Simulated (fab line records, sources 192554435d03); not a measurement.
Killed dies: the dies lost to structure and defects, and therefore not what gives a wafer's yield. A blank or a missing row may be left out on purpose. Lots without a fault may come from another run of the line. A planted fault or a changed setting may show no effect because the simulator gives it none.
Chamber matching / flow n5 finfet / N5_DUMMY_GATE_ALD_02 on ald sin-02 has 4 sister chambers
The step deposits SiO2, target thk 2 nm, pulse time 1 s. 4 wafers are shown with their chamber, then 12 later ones without.

== EACH WAFER AND ITS CHAMBER ==
wafer=L086.2; chamber=0; heater power w (W)=448
wafer=L086.3; chamber=3; heater power w (W)=493
wafer=L089.5; chamber=1; heater power w (W)=435
wafer=L089.6; chamber=2; heater power w (W)=495

== WAFERS MISSING THEIR CHAMBER ==
wafer=L092.1; heater power w (W)=494
wafer=L092.2; heater power w (W)=487
wafer=L092.5; heater power w (W)=496
wafer=L093.2; heater power w (W)=493
wafer=L093.4; heater power w (W)=480
wafer=L093.6; heater power w (W)=508
wafer=L094.2; heater power w (W)=442
wafer=L094.5; heater power w (W)=502
wafer=L094.6; heater power w (W)=488
wafer=L095.1; heater power w (W)=470
wafer=L095.3; heater power w (W)=491
wafer=L095.4; heater power w (W)=442

== CHAMBER TAKEN BY EACH ==
wafer=L092.1; from the rows above=can't be placed: 2 or 3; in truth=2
wafer=L092.2; from the rows above=can't be placed: 3 or 2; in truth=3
wafer=L092.5; from the rows above=can't be placed: 2 or 3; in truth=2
wafer=L093.2; from the rows above=can't be placed: 3 or 2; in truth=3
wafer=L093.4; from the rows above=can't be placed: 3 or 2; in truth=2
wafer=L093.6; from the rows above=can't be placed: 2 or 3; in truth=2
wafer=L094.2; from the rows above=can't be placed: 0 or 1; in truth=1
wafer=L094.5; from the rows above=can't be placed: 2 or 3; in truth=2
wafer=L094.6; from the rows above=can't be placed: 3 or 2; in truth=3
wafer=L095.1; from the rows above=can't be placed: 0 or 3 or 2 or 1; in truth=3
wafer=L095.3; from the rows above=can't be placed: 3 or 2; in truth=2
wafer=L095.4; from the rows above=can't be placed: 0 or 1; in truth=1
0 of 12 placed correctly. Unplaceable from these rows: 12, with the true chamber sitting among the candidates in 12. Number placed wrongly: 0.
How it was worked out, from the rows above alone: a wafer's distance from a chamber is the root of the sum, over the readings, of the square of ((its reading less the chamber's mean) divided by the reading's scatter). The wafer belongs to the nearest chamber; if the next one is less than 2 further off, it can't be placed. A chamber's mean is the mean of its shown wafers. The scatter (one wafer shown for each chamber): square how far every hidden wafer sits from the nearest shown wafer, average those squares and take the square root.
